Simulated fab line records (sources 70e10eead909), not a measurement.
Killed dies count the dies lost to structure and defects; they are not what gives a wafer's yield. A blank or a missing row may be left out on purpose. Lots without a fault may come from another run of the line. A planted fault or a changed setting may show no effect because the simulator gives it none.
Matching of chambers	flow nand harc	NHARC_A_STAIRCASE_DEP_301 on pecvd-03 has 3 sister chambers
The step deposits SiON, target thk 30 nm. 6 wafers are shown with their chamber, then 12 later ones without.

== WAFERS, EACH WITH ITS CHAMBER ==
wafer	chamber	heater power w (W)
L086.6	2	754
L091.1	1	865
L091.5	0	827
L088.1	1	835
L088.2	2	749
L088.3	0	769

== WAFERS WHOSE CHAMBER IS MISSING ==
wafer	heater power w (W)
L093.1	891
L093.3	705
L093.4	932
L096.1	822
L096.4	823
L096.5	868
L097.1	794
L097.2	679
L097.3	884
L097.4	885
L097.5	799
L097.6	664

== WHICH CHAMBER EACH WENT THROUGH ==
wafer	from the rows above	in truth
L093.1	can't be placed: 1 or 0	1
L093.3	can't be placed: 2 or 0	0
L093.4	can't be placed: 1 or 0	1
L096.1	can't be placed: 0 or 1 or 2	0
L096.4	can't be placed: 0 or 1 or 2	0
L096.5	can't be placed: 1 or 0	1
L097.1	can't be placed: 0 or 2 or 1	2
L097.2	can't be placed: 2 or 0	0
L097.3	can't be placed: 1 or 0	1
L097.4	can't be placed: 1 or 0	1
L097.5	can't be placed: 0 or 2 or 1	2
L097.6	can't be placed: 2 or 0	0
0 of 12 placed correctly. Not placeable from these rows: 12 (in 12, the candidates include the true chamber). Placed wrongly: 0.
How it was worked out, from the rows above alone: a wafer's distance from a chamber is the root of the sum, over the readings, of the square of ((its reading less the chamber's mean) divided by the reading's scatter). The wafer belongs to the nearest chamber; if the next one is less than 2 further off, it can't be placed. The mean given for a chamber averages the wafers shown for that chamber. The scatter is the square root of a quotient: the sum, over the shown wafers, of each reading's squared deviation from its chamber's mean, divided by wafers minus chambers.
